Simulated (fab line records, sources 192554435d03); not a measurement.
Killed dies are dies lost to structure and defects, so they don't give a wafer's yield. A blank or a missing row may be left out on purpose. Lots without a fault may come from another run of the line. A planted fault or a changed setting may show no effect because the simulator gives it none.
Split-lot experiment | flow n5_finfet | 7 lots, 21 wafers read, on a route of 1938 steps

THE SPLIT
At N5_BEOL_M3_COAT_05 (resist thk 30 nm), the setting spin_rpm was moved away from the recipe's 1500 rpm on 9 of the 21 wafers read, by -9.7% to +9.4%. The other wafers ran this setting at the recipe's value.

FROM THE SPLIT TO THE READING: what the file shows between them, 4 steps
- N5_BEOL_M3_EBR_07
- N5_BEOL_M3_SOFTBAKE_06: time 60 s
- N5_BEOL_M3_EXPOSE_08: exposes mask M3
- N5_BEOL_M3_PEB_09: peb time 60 s

THE READING
CAR-EUV_of_BEOL_M3_COAT_05.thk_nm (the simulator's own value, which no gauge read), in nm, at N5_BEOL_M3_DEVELOP_10 (develop time 30 s). The file gives no usual value for it. The 12 wafers here that ran the recipe average 29.6 nm, standard deviation 0.099 nm.

wafer  | tool, chamber at the split | spin_rpm as run, rpm | against the recipe | CAR-EUV_of_BEOL_M3_COAT_05.thk_nm, nm | against lot-mates on the recipe
L077.3 | litho_track-05, 0          | 1500                 | recipe             | 29.6                                  | -
L077.5 | litho_track-05, 0          | 1500                 | recipe             | 29.6                                  | -
L077.6 | litho_track-05, 0          | 1552                 | +3.5%              | 29.2                                  | -0.4
L078.1 | litho_track-03, 0          | 1372                 | -8.5%              | 31                                    | +1.4
L078.2 | litho_track-03, 0          | 1372                 | -8.5%              | 31                                    | +1.4
L078.4 | litho_track-03, 0          | 1500                 | recipe             | 29.6                                  | -
L079.1 | litho_track-03, 0          | 1500                 | recipe             | 29.8                                  | -
L079.2 | litho_track-03, 0          | 1543                 | +2.9%              | 29.2                                  | -0.6
L079.6 | litho_track-03, 0          | 1543                 | +2.9%              | 29.2                                  | -0.6
L082.4 | litho_track-05, 0          | 1641                 | +9.4%              | 28.2                                  | -1.4
L082.6 | litho_track-05, 0          | 1641                 | +9.4%              | 28.2                                  | -1.4
L082.5 | litho_track-05, 0          | 1500                 | recipe             | 29.6                                  | -
L085.2 | litho_track-03, 0          | 1500                 | recipe             | 29.6                                  | -
L085.3 | litho_track-03, 0          | 1500                 | recipe             | 29.6                                  | -
L085.6 | litho_track-03, 0          | 1500                 | recipe             | 29.6                                  | -
L088.3 | litho_track-03, 0          | 1354                 | -9.7%              | 31                                    | +1.6
L088.4 | litho_track-03, 0          | 1500                 | recipe             | 29.4                                  | -
L088.5 | litho_track-03, 0          | 1500                 | recipe             | 29.4                                  | -
L090.4 | litho_track-01, 0          | 1445                 | -3.7%              | 30                                    | +0.4
L090.5 | litho_track-01, 0          | 1500                 | recipe             | 29.6                                  | -
L090.6 | litho_track-01, 0          | 1500                 | recipe             | 29.6                                  | -

THE FIT
A straight line over all 21 wafers: CAR-EUV_of_BEOL_M3_COAT_05.thk_nm changes by -0.15 nm for each +1% of spin_rpm; r = -0.99; the points scatter about the line by 0.1 nm.
The same after taking each lot's own level away (the mean of its wafers on the recipe; 21 wafers): -0.157 nm for each +1%; r = -0.99; scatter 0.08 nm.
On that fit, the largest move of spin_rpm shifts the reading by 1.5 nm.
The lots' own levels span 29.40 to 29.80 nm, that is 4.1 times the standard deviation above.
So the lot-to-lot level changes the slope little: the two slopes agree.
Check: with one of the wafers moved furthest among these (-9.7%) left out of the fit, the line predicts +1.51 nm for it against its lot-mates. It came out at +1.6 nm against them.

OTHER SPLITS ON THESE WAFERS
These wafers also went through other splits before the reading. Each is held against what the fit with the lots' levels taken away leaves over:
other split on the same wafers            | wafers away from the commonest value | r with CAR-EUV_of_BEOL_M3_COAT_05.thk_nm (lot level and that fit taken away)
N5_BEOL_M0_SAQP_PECVD_96 time_s           | 7                                    | -0.25
N5_BEOL_M0_SAQP_DEVELOP_13 develop_time_s | 4                                    | -0.25
N5_BEOL_M0_CUTY_ETCH_63 source_w          | 7                                    | +0.14
N5_BEOL_M1_ETCH_74 bias_w                 | 6                                    | -0.24
N5_BEOL_M2_COAT_67 spin_rpm               | 4                                    | +0.47
N5_BEOL_M2_EXPOSE_25 dose_mj              | 5                                    | -0.26

THE WHOLE CHAIN: every reading that the file lists as answering this split, in the file's order
step                  | what it does      | reading                                                                            | change (the file's fit)               | r (the file's)
N5_BEOL_M3_COAT_05    | resist thk 30 nm  | CAR-EUV_of_BEOL_M3_COAT_05.thk_nm (the simulator's own value, which no gauge read) | -0.153 nm for each +1% of the setting | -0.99
N5_BEOL_M3_DEVELOP_10 | develop time 30 s | CAR-EUV_of_BEOL_M3_COAT_05.thk_nm (the simulator's own value, which no gauge read) | -0.156 nm for each +1% of the setting | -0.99

THE FILE'S OWN FIT
CAR-EUV_of_BEOL_M3_COAT_05.thk_nm changes by -0.156 nm for each +1% of spin_rpm, r = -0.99.
